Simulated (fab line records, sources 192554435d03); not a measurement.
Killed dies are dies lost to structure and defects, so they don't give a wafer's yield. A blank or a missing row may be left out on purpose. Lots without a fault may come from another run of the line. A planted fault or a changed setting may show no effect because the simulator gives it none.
Split-lot experiment | flow n5_finfet | 7 lots, 21 wafers read, on a route of 1938 steps

THE SPLIT
At N5_BEOL_M11_DESCUM_16 (chemistry O2, time 7.9 s), the setting time_s was moved away from the recipe's 7.9 s on 9 of the 21 wafers read, by -18.4% to +16.1%. The other wafers ran this setting at the recipe's value.

The reading is taken at the split's own step.

THE READING
CAR-ArF_of_BEOL_M11_COAT_05.thk_nm (the simulator's own value, which no gauge read), in nm, at N5_BEOL_M11_DESCUM_16 (chemistry O2, time 7.9 s). The file gives no usual value for it. The 12 wafers here that ran the recipe average 83.5 nm, standard deviation 0.19 nm.

wafer  | tool, chamber at the split | time_s as run, s | against the recipe | CAR-ArF_of_BEOL_M11_COAT_05.thk_nm, nm | against lot-mates on the recipe
L078.2 | rie_diel-01, 3             | 7.9              | recipe             | 83.2                                   | -
L078.4 | rie_diel-01, 2             | 7.9              | recipe             | 83.6                                   | -
L078.5 | rie_diel-01, 0             | 7.9              | recipe             | 83.4                                   | -
L080.2 | rie_diel-04, 3,2           | 7.9              | recipe             | 83.4                                   | -
L080.6 | rie_diel-04, 3,2           | 7.9              | recipe             | 83.4                                   | -
L080.3 | rie_diel-04, 2             | 9.172            | +16.1%             | 82.6                                   | -0.8
L083.2 | rie_diel-05, 2             | 8.832            | +11.8%             | 83                                     | -0.4
L083.4 | rie_diel-05, 1             | 8.832            | +11.8%             | 82.8                                   | -0.6
L083.5 | rie_diel-05, 1             | 7.9              | recipe             | 83.4                                   | -
L085.1 | rie_diel-04, 2             | 6.961            | -11.9%             | 84.2                                   | no lot-mate on the recipe
L085.4 | rie_diel-04, 0,2           | 6.961            | -11.9%             | 84                                     | no lot-mate on the recipe
L085.6 | rie_diel-04, 0,2           | 6.961            | -11.9%             | 84                                     | no lot-mate on the recipe
L086.4 | rie_diel-05, 0             | 6.449            | -18.4%             | 85                                     | +1.2
L086.5 | rie_diel-05, 0             | 6.449            | -18.4%             | 84.6                                   | +0.8
L086.6 | rie_diel-05, 1             | 7.9              | recipe             | 83.8                                   | -
L091.3 | rie_diel-04, 0             | 7.134            | -9.7%              | 84.2                                   | +0.5
L091.4 | rie_diel-04, 2             | 7.9              | recipe             | 83.6                                   | -
L091.6 | rie_diel-04, 3             | 7.9              | recipe             | 83.8                                   | -
L095.1 | rie_diel-04, 2             | 7.9              | recipe             | 83.2                                   | -
L095.2 | rie_diel-04, 0,3           | 7.9              | recipe             | 83.6                                   | -
L095.3 | rie_diel-04, 0,3           | 7.9              | recipe             | 83.6                                   | -
Where a row lists several chambers, the file gives one row for several wafers and doesn't say which wafer went through which chamber.

THE FIT
A straight line over all 21 wafers: CAR-ArF_of_BEOL_M11_COAT_05.thk_nm changes by -0.0593 nm for each +1% of time_s; r = -0.94; the points scatter about the line by 0.2 nm.
The same after taking each lot's own level away (the mean of its wafers on the recipe; 18 wafers): -0.0506 nm for each +1%; r = -0.95; scatter 0.14 nm.
On that fit, the largest move of time_s shifts the reading by 0.93 nm.
The lots' own levels span 83.40 to 83.80 nm, that is 2.1 times the standard deviation above.
So the lot-to-lot level changes the slope: the two fits differ.
Check: with one of the wafers moved furthest among these (-18.4%) left out of the fit, the line predicts +0.84 nm for it against its lot-mates. It came out at +1.2 nm against them.

OTHER SPLITS ON THESE WAFERS
These wafers also went through other splits before the reading. Each is held against what the fit with the lots' levels taken away leaves over:
other split on the same wafers   | wafers away from the commonest value | r with CAR-ArF_of_BEOL_M11_COAT_05.thk_nm (lot level and that fit taken away)
N5_BEOL_M7_DESCUM_33 time_s      | 7                                    | -0.19
N5_BEOL_M7_TRENCH_ETCH_37 bias_w | 13                                   | +0.17
N5_BEOL_M9_EXPOSE_25 dose_mj     | 5                                    | +0.42
N5_BEOL_M10_ETCH_41 source_w     | 3                                    | -0.12

THE FILE'S OWN FIT
CAR-ArF_of_BEOL_M11_COAT_05.thk_nm changes by -0.0506 nm for each +1% of time_s, r = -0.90.
